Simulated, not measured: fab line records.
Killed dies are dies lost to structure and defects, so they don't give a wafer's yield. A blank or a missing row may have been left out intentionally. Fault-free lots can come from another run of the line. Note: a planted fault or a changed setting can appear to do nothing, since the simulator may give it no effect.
fab line records	flow n5_finfet
[record] lots = 10	wafers = 29	last_day = 17
route steps=1938 shown BEOL_M0_SAQP@662 BEOL_M4@1111 TV_LITHO@1884 PASSIVATION@1926
lots that met no fault: taken from a fault-free run of the same line
start_h: hours from the record's first day to the start of the lot's first wafer shown	wait_h: hours elapsed since this lot's preceding step	" unchanged from the row above	L1.1+2: a single row standing in for several wafers	- no value present, or no start provided	* or withheld: withheld	< > ~ a bound
route shown NAME@n: names a module that has steps shown in the file, with the first one's number in the route	usual: average and standard deviation across the fault-free wafers	same: alike in all rows	chamber/n: place in a boat	sites: per-site readings	_std_site: their standard deviation	_edge_site: the outer-site mean with the inner-site mean subtracted	radius_mm: for every site, how far away it sits from the centre of the wafer	mask NAME#n: copy n	behind: the last tool/chamber to shape the wafer	hold: why the lot went on hold/how many hours it stayed there/how the hold came to an end	device: transistor that didn't switch, given as n, p or np	end of line: at the end of the route, the tests of the same wafers	step lacking rows: just its recipe	killed: dies that structure and defects cost at the first sort, which is not the same as the wafer's yield	map: the dies of a wafer, with x for killed, . for not killed, _ for no die there
set.NAME: the run value of the setting; set.NAME@STEP: its run value at that earlier step	model.NAME: the simulator's own value behind a step, which no gauge read
a sample of lots followed through the steps of the route, with each step as a table and each wafer as a row
services: when a tool's chamber went out of use (start_h, in hours from the record's first day, below 0 if earlier), for how many hours, and the reason
[[steps]]
[step N5_BEOL_M0_SAQP_RECESS_114]
[recipe] chemistry = HF/NH3	target = SiO2	target_depth_a = 144	afs_cycles = 3	temp_c = 30	sublimation_temp_c = 180	sublimation_time_s = 60
[usual] drypump_motor_current_A = 5.3/0.49
lot.wafer	tool	chamber	start_h	wait_h	drypump_motor_current_A
L507.1	vapor_etch-02	1	107.85	0.1	4.7
L507.2	"	0	"	"	5.2
L507.3	"	0	"	"	5.2
L508.1	vapor_etch-02	0	112.70	0.0	5.2
L508.3	"	1	"	"	4.7
L508.5	"	0	"	"	5.2
L510.1	vapor_etch-02	0	129.67	0.0	5.2
L510.3	"	0	"	"	5.2
L510.5	"	1	"	"	4.7
L512.1	vapor_etch-01	0	140.10	0.0	5.6
L512.3	"	0	"	"	5.6
L512.5	"	1	"	"	6.1
L514.1	vapor_etch-02	0	148.19	0.0	5.2
L514.3	"	1	"	"	4.7
L514.5	"	1	"	"	4.7
L515.2	vapor_etch-02	1	160.77	0.0	4.7
L515.3	"	0	"	"	5.2
L515.5	"	1	"	"	4.7
L516.2	vapor_etch-02	0	162.43	0.0	5.2
L516.3	"	1	"	"	4.7
L516.6	"	0	"	"	5.2
L519.1	vapor_etch-02	0	184.54	0.0	5.2
L519.3	"	0	"	"	5.2
L520.2	vapor_etch-02	0	189.85	0.0	5.2
L520.3	"	0	"	"	5.2
L520.5	"	1	"	"	4.7
L530.1	vapor_etch-02	0	248.78	0.0	5.2
L530.2	"	1	"	"	4.7
L530.6	"	0	"	"	5.2
[step N5_BEOL_M4_RC_MEAS_101]
[usual] DIBL_N = 35.8/1.6	DIBL_P = 36.0/2.1	IOFF_N = 0.153/0.026	IOFF_P = 0.21/0.037	ION_N = 673/11	ION_P = 462/7.6	SS_N = 71.4/0.53	SS_P = 73.2/0.67	VT_N = 250/3.2	VT_P = -250/3.7
lot.wafer	tool	chamber	start_h	wait_h	DIBL_N[mV/V]	DIBL_P[mV/V]	IOFF_N[nA/um]	IOFF_P[nA/um]	ION_N[uA/um]	ION_P[uA/um]	SS_N[mV/dec]	SS_P[mV/dec]	VT_N[mV]	VT_P[mV]
L507.1	prober-02	0	169.42	0.0	37.3	39.2	0.188	0.26	684	476	70.9	74.0	245	-248
L507.2	"	0	"	"	33.5	33.7	0.117	0.17	662	463	71.1	72.5	256	-251
L507.3	"	0	"	"	37.9	38.8	0.207	0.27	700	476	71.1	74.2	243	-245
L508.1	prober-02	0	177.41	0.0	35.3	36.1	0.139	0.18	670	453	71.1	73.2	252	-255
L508.3	"	0	"	"	37.4	37.9	0.165	0.20	675	460	71.7	73.4	250	-250
L508.5	"	0	"	"	35.5	35.7	0.137	0.18	673	456	71.6	72.4	253	-252
L510.1	prober-02	0	192.23	0.0	38.4	37.5	0.175	0.22	679	461	72.8	73.6	251	-251
L510.3	"	0	"	"	39.5	39.5	0.193	0.27	685	473	72.2	74.4	250	-249
L510.5	"	0	"	"	36.4	35.9	0.144	0.20	678	464	70.8	73.0	251	-253
L512.1	prober-02	0	198.55	0.0	34.5	35.5	0.142	0.20	675	468	71.3	72.8	251	-250
L512.3	"	0	"	"	33.6	34.5	0.126	0.17	665	452	71.1	72.9	250	-254
L512.5	"	0	"	"	33.7	34.1	0.124	0.17	670	447	71.2	72.5	252	-252
L514.1	prober-01	0	207.77	0.0	33.7	33.4	0.121	0.17	658	458	70.6	72.8	253	-255
L514.3	"	0	"	"	33.4	32.9	0.111	0.15	653	450	70.4	72.2	254	-253
L514.5	"	0	"	"	31.5	30.3	0.091	0.13	647	445	70.2	72.0	256	-257
L515.2	prober-02	0	211.20	0.2	33.3	32.7	0.107	0.16	663	457	71.0	72.5	257	-256
L515.3	"	0	"	"	36.3	35.2	0.143	0.18	666	453	71.6	73.1	254	-251
L515.5	"	0	"	"	35.0	33.4	0.119	0.17	652	448	71.0	73.6	255	-253
L516.2	prober-01	0	224.95	0.2	35.2	35.2	0.136	0.18	671	462	71.4	73.4	250	-252
L516.3	"	0	"	"	35.3	35.7	0.153	0.20	688	468	70.8	72.8	249	-249
L516.6	"	0	"	"	36.4	37.6	0.168	0.22	688	469	71.9	72.6	246	-248
L519.1	prober-02	0	240.69	0.0	33.4	32.2	0.113	0.16	656	449	71.4	71.8	254	-252
L519.3	"	0	"	"	33.7	32.9	0.112	0.17	659	457	70.6	72.4	255	-251
L520.2	prober-01	0	251.81	0.2	34.2	35.2	0.139	0.20	672	467	71.2	72.5	252	-251
L520.3	"	0	"	"	34.2	34.9	0.136	0.21	676	472	71.8	72.8	253	-248
L520.5	"	0	"	"	35.0	35.9	0.168	0.23	678	466	71.3	73.4	247	-249
L530.1	prober-01	0	306.13	0.0	38.3	36.3	0.182	0.21	675	454	71.5	73.9	248	-251
L530.2	"	0	"	"	34.6	32.5	0.124	0.17	668	456	71.3	72.6	254	-253
L530.6	"	0	"	"	35.0	33.8	0.136	0.18	665	461	71.1	73.1	249	-253
[step N5_PASSIVATION_OVL_MEAS_60]
[recipe] points_per_wafer = 44
[usual] TV_OVL = -4/4.3
lot.wafer	tool	chamber	start_h	wait_h	TV_OVL[nm]
L507.1	overlay-02	0	263.01	0.0	-8
L507.2	"	0	"	"	-5
L507.3	"	0	"	"	-6
L508.1	overlay-01	0	268.28	0.0	-1
L508.3	"	0	"	"	-10
L508.5	"	0	"	"	-6
L510.1	overlay-01	0	296.25	0.0	-8
L510.3	"	0	"	"	-8
L510.5	"	0	"	"	-6
L512.1	overlay-02	0	304.92	0.0	-3
L512.3	"	0	"	"	1
L512.5	"	0	"	"	2
L514.1	overlay-01	0	308.57	0.0	-4
L514.3	"	0	"	"	-6
L514.5	"	0	"	"	-6
L515.2	overlay-02	0	310.03	0.0	-10
L515.3	"	0	"	"	2
L515.5	"	0	"	"	1
L516.2	overlay-01	0	317.68	0.0	-4
L516.3	"	0	"	"	-5
L516.6	"	0	"	"	2
L519.1	overlay-02	0	337.07	0.0	-5
L519.3	"	0	"	"	-3
L520.2	overlay-01	0	343.29	0.0	-8
L520.3	"	0	"	"	-9
L520.5	"	0	"	"	-12
L530.1	overlay-02	0	403.72	0.1	-9
L530.2	"	0	"	"	-2
L530.6	"	0	"	"	-10
[step N5_PASSIVATION_DESCUM_12]
[recipe] chemistry = O2	time_s = 7.9	source_power_w = 50	bias_power_w = 20	pressure_mtorr = 20	rf_frequency_hz = 2.712e+07	temp_c = 40	o2_flow_sccm = 225
[usual] drypump_motor_current_A = 5.9/0.51	oes_product_au = 0.76/0.092	rf_vpp_V = 243.3/1.5	showerhead_plenum_p_Torr = 2.10/0.08	throttle_valve_pct = 20.43/0.2
lot.wafer	tool	chamber	start_h	wait_h	drypump_motor_current_A	oes_product_au	rf_hours_counter_h	rf_vpp_V	showerhead_plenum_p_Torr	throttle_valve_pct
L507.1	rie_diel-04	2	263.07	0.0	5.4	0.74	172	243.0	2.08	20.40
L507.2	"	1	"	"	6.0	0.70	183	243.6	2.16	20.47
L507.3	"	3	"	"	5.9	0.69	203	242.9	2.18	20.56
L508.1	rie_diel-03	2	268.34	0.0	5.3	0.69	223	242.4	2.07	20.26
L508.3	"	0	"	"	5.9	0.96	5	244.7	2.22	20.06
L508.5	"	2	"	"	5.3	0.70	-	242.6	2.07	20.27
L510.1	rie_diel-02	1	296.92	0.6	6.2	0.72	183	242.2	1.99	20.31
L510.3	"	3	"	"	6.6	0.90	27	244.2	2.16	20.48
L510.5	"	3	"	"	6.6	0.91	-	244.0	2.16	20.46
L512.1	rie_diel-03	1	305.27	0.3	6.5	0.69	223	242.0	2.09	20.80
L512.3	"	2	"	"	5.3	0.69	236	241.9	2.06	20.28
L512.5	"	0	"	"	5.9	0.92	-	246.3	2.21	20.08
L514.1	rie_diel-02	2	308.62	0.0	6.1	0.70	199	243.1	2.06	20.30
L514.3	"	1	"	"	6.2	0.72	186	241.6	1.99	20.33
L514.5	"	2	"	"	6.2	0.70	-	242.7	2.06	20.29
L515.2	rie_diel-02	3	310.40	0.3	6.6	0.90	31	242.6	2.16	20.48
L515.3	"	2	"	"	6.1	0.70	200	242.1	2.06	20.30
L515.5	"	2	"	"	6.1	0.70	-	242.9	2.06	20.29
L516.2	rie_diel-02	2	317.74	0.0	6.1	0.71	202	243.6	2.06	20.31
L516.3	"	3	"	"	6.6	0.89	34	244.7	2.15	20.48
L516.6	"	3	"	"	6.6	0.89	-	243.6	2.15	20.47
L519.1	rie_diel-03	0	337.13	0.0	5.9	0.90	27	244.2	2.21	20.12
L519.3	"	1	"	"	6.5	0.68	233	242.0	2.09	20.81
L520.2	rie_diel-02	1	343.35	0.0	6.2	0.72	192	241.6	1.99	20.36
L520.3	"	3	"	"	6.6	0.88	44	244.5	2.15	20.48
L520.5	"	2	"	"	6.1	0.69	-	242.5	2.06	20.31
L530.1	rie_diel-03	2	403.84	0.1	5.3	0.94	6	241.3	2.05	19.99
L530.2	"	0	"	"	5.9	0.85	54	245.1	2.20	20.14
L530.6	"	0	"	"	5.9	0.86	-	246.4	2.20	20.15
[step N5_PASSIVATION_OVL_MEAS_66]
[recipe] points_per_wafer = 44
[usual] PASS_OPEN_OVL = 1/4.8
lot.wafer	tool	chamber	start_h	wait_h	PASS_OPEN_OVL[nm]
L507.1	overlay-02	0	267.47	0.0	2
L507.2	"	0	"	"	8
L507.3	"	0	"	"	4
L508.1	overlay-01	0	271.55	0.0	1
L508.3	"	0	"	"	-5
L508.5	"	0	"	"	6
L510.1	overlay-02	0	300.70	0.0	-3
L510.3	"	0	"	"	-3
L510.5	"	0	"	"	4
L512.1	overlay-02	0	308.79	0.0	1
L512.3	"	0	"	"	2
L512.5	"	0	"	"	2
L514.1	overlay-01	0	312.25	0.0	1
L514.3	"	0	"	"	0
L514.5	"	0	"	"	0
L515.2	overlay-02	0	316.23	0.0	1
L515.3	"	0	"	"	0
L515.5	"	0	"	"	-3
L516.2	overlay-01	0	321.67	0.0	-4
L516.3	"	0	"	"	0
L516.6	"	0	"	"	-3
L519.1	overlay-01	0	340.83	0.0	-2
L519.3	"	0	"	"	12
L520.2	overlay-02	0	354.77	0.0	3
L520.3	"	0	"	"	14
L520.5	"	0	"	"	6
L530.1	overlay-01	0	407.49	0.0	2
L530.2	"	0	"	"	0
L530.6	"	0	"	"	2
[step N5_PASSIVATION_PROBE_49]
[usual] defect_limited_yield = 91.3/1.5	killed_at_M0_to_M3 = 33/12	killed_at_M4_up = 13/5.2	killed_at_contacts = 13/6.7	killed_at_front_end = 40/11	killed_at_other = 4.1/2.7	killed_dies = 103/17	killed_on_rim = 14/4.2	killed_open = 69/13	killed_short = 33/8.4	sort_bin_5_function = 5.1/1	sort_bin_6_memory = 3.2/0.62	sort_n_pass = 1077/17	sort_yield_pct = 91.3/1.5
[same] gross_dies = 1180	killed_at_back_side = 0	sort_bin_4_leakage[%] = 0	sort_bin_8_speed[%] = 0
lot.wafer	tool	chamber	start_h	wait_h	defect_limited_yield[%]	killed_at_M0_to_M3	killed_at_M4_up	killed_at_contacts	killed_at_front_end	killed_at_other	killed_dies	killed_on_rim	killed_open	killed_short	sort_bin_5_function[%]	sort_bin_6_memory[%]	sort_n_pass	sort_yield_pct[%]
L515.2	prober-02	-	319.40	0.1	90.8	23	14	12	57	3	109	17	74	35	5.6	3.1	1071	90.8
L515.3	prober-02	-	319.45	0.1	89.6	46	17	13	46	1	123	16	83	37	7.1	3.2	1057	89.6
L515.5	prober-02	-	319.55	0.2	92.7	15	6	11	52	2	86	11	56	30	4.9	2.1	1094	92.7
L519.1	prober-01	-	344.00	0.0	69.4	279	15	24	41	2	361	61	67	30	5.3	2.8	819	69.4
L519.3	prober-01	-	344.10	0.1	62.0	352	14	15	64	3	448	69	84	25	5.3	3.7	732	62.0
L520.2	prober-01	-	358.89	0.9	91.9	32	13	6	38	6	95	14	69	22	3.8	3.8	1085	91.9
L520.3	prober-01	-	358.94	1.0	64.3	353	16	5	41	6	421	67	59	33	5.3	2.4	759	64.3
L520.5	prober-01	-	359.04	1.1	94.0	24	8	13	24	2	71	13	47	23	3.4	2.3	1109	94.0
// killed by level:class
L515.2 FIN_SAQP:geometric_particle:open=23 FIN_SAQP:geometric_particle:short=12 MOL_CONTACT_COAG:geometric_particle:open=9 STI_FIN_REVEAL:geometric_particle:open=7 GATE_CUT:geometric_particle:short=5 BEOL_M0_SAQP:geometric_particle:open=5 BEOL_M0_SAQP:geometric_particle:short=5 DUMMY_GATE:geometric_particle:open=3
L515.3 FIN_SAQP:geometric_particle:short=16 BEOL_M0_SAQP:geometric_particle:open=12 BEOL_M3:geometric_particle:open=12 FIN_SAQP:geometric_particle:open=10 MOL_CONTACT_COAG:geometric_particle:open=9 STI_FIN_REVEAL:geometric_particle:open=8 BEOL_M2:geometric_particle:open=7 BEOL_M7:geometric_particle:open=5
L515.5 FIN_SAQP:geometric_particle:open=17 MOL_CONTACT_COAG:geometric_particle:open=11 STI_FIN_REVEAL:geometric_particle:open=8 GATE_CUT:geometric_particle:short=8 FIN_SAQP:geometric_particle:short=6 GATE_CUT:geometric_particle:open=3 BEOL_M0_SAQP:geometric_particle:short=3 BEOL_M1:geometric_particle:open=3
L519.1 BEOL_M0_SAQP:area_recess=262 MOL_CONTACT_COAG:geometric_particle:open=19 FIN_SAQP:geometric_particle:open=11 BEOL_M4:geometric_particle:open=8 STI_FIN_REVEAL:geometric_particle:open=7 MOL_CONTACT_COAG:geometric_particle:short=5 FIN_SAQP:geometric_particle:short=4 DUMMY_GATE:geometric_particle:short=4
L519.3 BEOL_M0_SAQP:area_recess=336 FIN_SAQP:geometric_particle:open=20 STI_FIN_REVEAL:geometric_particle:open=12 MOL_CONTACT_COAG:geometric_particle:open=11 FIN_SAQP:geometric_particle:short=8 BEOL_M3:geometric_particle:open=8 DUMMY_GATE:geometric_particle:open=7 BEOL_M4:geometric_particle:open=5
L520.2 FIN_SAQP:geometric_particle:open=13 BEOL_M0_SAQP:geometric_particle:open=9 BEOL_M2:geometric_particle:open=7 SPACER0:geometric_particle:open=6 MOL_CONTACT_COAG:geometric_particle:open=5 BEOL_M0_SAQP:geometric_particle:short=5 BEOL_M4:geometric_particle:open=5 BEOL_M3:geometric_particle:open=5
L520.3 BEOL_M0_SAQP:area_recess=327 STI_FIN_REVEAL:geometric_particle:open=17 BEOL_M2:geometric_particle:open=9 BEOL_M0_SAQP:geometric_particle:short=8 STI_FIN_REVEAL:geometric_particle:short=5 BEOL_M7:geometric_particle:open=5 FIN_SAQP:geometric_particle:short=4 BEOL_M4:geometric_particle:open=4
L520.5 MOL_CONTACT_COAG:geometric_particle:open=12 BEOL_M2:geometric_particle:open=12 STI_FIN_REVEAL:geometric_particle:open=8 BEOL_M0_SAQP:geometric_particle:short=6 FIN_SAQP:geometric_particle:short=4 BEOL_M2:geometric_particle:short=4 STARTING-WAFER:geometric_particle:short=4 DUMMY_GATE:geometric_particle:open=2
[[services]]
tool	chamber	start_h	hours	kind
rie_diel-02	-	104.66	0.8	repair
rie_diel-04	-	117.44	2.2	repair
rie_diel-03	2	119.39	6.6	repair
rie_diel-02	-	126.83	2.8	pm
rie_diel-02	3	178.90	-	clean
rie_diel-02	3	178.90	-	consumable_replace:focus_ring
rie_diel-02	3	178.90	12.8	scheduled_down
rie_diel-02	3	178.90	12.8	vent_cycle
vapor_etch-01	-	203.41	0.4	repair
rie_diel-02	3	210.65	2.9	repair
rie_diel-03	0	225.48	-	clean
rie_diel-03	0	225.48	-	consumable_replace:focus_ring
rie_diel-03	0	225.48	-	consumable_replace:showerhead
rie_diel-04	2	248.97	8.5	repair
rie_diel-02	3	249.69	7.0	repair
rie_diel-04	2	316.38	2.4	repair
vapor_etch-02	-	320.70	1.1	repair
rie_diel-02	1	327.06	13.8	repair
rie_diel-03	2	333.27	7.1	repair
rie_diel-03	3	347.79	18.3	repair
vapor_etch-01	0	371.85	5.5	repair
vapor_etch-02	-	380.53	0.4	repair
rie_diel-03	1	386.02	11.1	repair
rie_diel-04	-	399.04	2.8	pm
[[key]]
[first_sign] step = N5_PASSIVATION_PROBE_49	reading = killed_at_M0_to_M3	direction = up	sigmas = 26	usual = 33	struck = 328
[effect] step = N5_PASSIVATION_PROBE_49	reading = killed_dies	direction = up	sigmas = 18	usual = 103	struck = 410
[more_kills_born_at] N5_BEOL_M0_SAQP_RECESS_114@vapor_etch-02 = 925
met_at N5_BEOL_M0_SAQP_RECESS_114
struck_lots L519,L520
struck_wafers L519.1,L519.3,L520.3
not_acting_at N5_PASSIVATION_OVL_MEAS_60,N5_PASSIVATION_DESCUM_12,N5_PASSIVATION_OVL_MEAS_66
onset_between 162.43 184.54
[fault] kind = process_parameter_drift	tool = vapor_etch-02	chamber = -	onset_h = 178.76	steps = N5_BEOL_M0_SAQP_RECESS_114	channel = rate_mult	offset = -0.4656	shape = step	end_h = 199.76	scope = struck_wafers_only
